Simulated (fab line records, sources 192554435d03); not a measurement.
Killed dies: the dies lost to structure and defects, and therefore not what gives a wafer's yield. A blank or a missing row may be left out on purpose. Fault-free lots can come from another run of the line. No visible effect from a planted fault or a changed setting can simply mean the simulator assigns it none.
What tool caused it? -- flow n5-finfet -- route of 1938 steps, sampled at 1 step: 14 lots, 42 wafers

## WHAT EACH GAUGE READ, for each wafer
N5_BEOL_M10_CD_MEAS_11: target cd 64.1 nm. Usual: cd-nm at 64.2 nm, with a standard deviation of 0.58.
lot,measured,on,cd-nm (nm),flag
L266,day 10 05:20,cd-sem-01,64.4 64.7 64.7,
L267,day 11 04:59,cd-sem-01,65.0 64.1 63.2,
L271,day 11 14:40,cd-sem-01,64.6 64.7 65.0,
L270,day 11 14:50,cd-sem-02,64.2 64.1 64.4,
L268,day 11 15:32,cd-sem-02,63.5 64.9 63.2,
L274,day 12 15:39,cd-sem-03,64.8 64.1 63.6,
L280,day 14 20:14,cd-sem-02,64.5 64.2 63.2,
L283,day 15 03:32,cd-sem-01,64.2 63.4 63.9,
L284,day 16 06:36,cd-sem-03,64.2 64.2 64.6,
L286,day 16 18:17,cd-sem-02,63.8 63.9 63.3,
L285,day 17 01:59,cd-sem-01,64.0 64.1 64.4,
L289,day 17 02:04,cd-sem-02,64.0 63.9 64.2,
L288,day 17 06:11,cd-sem-01,64.7 65.0 63.8,
L287,day 17 09:32,cd-sem-03,65.0 63.7 64.6,

## WHICH TOOL RAN EACH LOT (tool, then ch and the chambers of the sampled wafers, then the start)
Record: no process step prior to these readings.

## AS READ BY THE TOOLS THEMSELVES (means over the sampled wafers that have a number; for cases with no such wafer, the mark the record gives instead)
The record holds no such reading with a usual standard deviation.

## THE ANSWER, worked out from the rows above alone
Rule: lot off if the mean of its wafers having a number is beyond 3 standard deviations from the usual mean. Also off: a lot with no number at a reading for which 4 or more lots have one. All remaining lots with rows at the step are treated as sound. The gauges are gone through in route order, then the tools' own readings, and for those a lot's mean is taken as printed above. The first step at which some lot is off is used, and at that step the reading that is off furthest; a lot without a number counts as furthest.
Nothing can be told from this: no lot is off at any reading shown.

## WHAT THE SIMULATOR HAD PUT IN
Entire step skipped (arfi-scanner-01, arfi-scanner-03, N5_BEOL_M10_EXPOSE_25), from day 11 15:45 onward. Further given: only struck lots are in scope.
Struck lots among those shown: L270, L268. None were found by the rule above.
